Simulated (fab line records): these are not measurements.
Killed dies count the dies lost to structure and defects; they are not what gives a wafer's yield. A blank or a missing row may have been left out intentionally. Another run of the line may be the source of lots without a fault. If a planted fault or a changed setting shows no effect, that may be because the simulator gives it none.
Which of the tools did it? -- flow n5 finfet -- 6 lots, 18 wafers sampled, at 2 steps of a route of 1938

## WHAT THE GAUGES READ, wafer by wafer
N5_HKMG_FIN_THK_MEAS_70: measures by xrf.
lot,measured,on,HK_THK (nm)
L264,day 4 16:57,film metro-01,1.614 1.603 1.611
L266,day 5 03:07,film metro-01,1.603 1.604 1.602
L268,day 5 12:46,film metro-01,1.623 1.611 1.618
L272,day 6 17:36,film metro-02,0.927 0.917 0.912
L275,day 7 09:56,film metro-01,0.917 0.911 0.896
L284,day 9 16:29,film metro-01,1.608 1.624 1.609

## WHICH TOOL RAN EACH LOT (tool, then ch and the chambers of the sampled wafers, then the start)
lot,N5_HKMG_FIN_HK_ALD_01
L264,"ald hk-03 ch 2,3, day 4 13:32"
L266,"ald hk-01 ch 0,1,3, day 4 23:36"
L268,"ald hk-03 ch 1,2,3, day 5 08:39"
L272,"ald hk-03 ch 0,1,3, day 6 13:56"
L275,"ald hk-03 ch 2,3, day 7 06:07"
L284,"ald hk-03 ch 2,3, day 9 12:49"
- N5_HKMG_FIN_HK_ALD_01: deposits HfO2, target thk 1.6 nm, pulse time 3 s, purge time 3 s.

## THE ANSWER, worked out from the rows above alone
Rule: the lots themselves supply what counts as usual. The widest of any qualifying gaps counts: lots, ordered by their means at a reading, are off when they make up no more than a third of the lots, leave a main group of 4 or more, and stand apart from it by 3 or more times the standard deviation of that group's means. If all means in a main group match to the digits the tables above print for the reading, that group is not used. Also off: a lot with no number at a reading for which 4 or more lots have one. Any other lot the step has rows for is counted as sound.
Off: at N5_HKMG_FIN_THK_MEAS_70 (HK_THK), L272, L275. The main group: mean 1.611 nm, standard deviation 0.0053.
If a tool, at a process step before that reading, ran all the lots that are off and no sound lot after the first of them, it fits. The gauges at N5_HKMG_FIN_THK_MEAS_70 are tried like those tools. No candidate that was tried fits.

## WHAT WAS PUT IN BY THE SIMULATOR
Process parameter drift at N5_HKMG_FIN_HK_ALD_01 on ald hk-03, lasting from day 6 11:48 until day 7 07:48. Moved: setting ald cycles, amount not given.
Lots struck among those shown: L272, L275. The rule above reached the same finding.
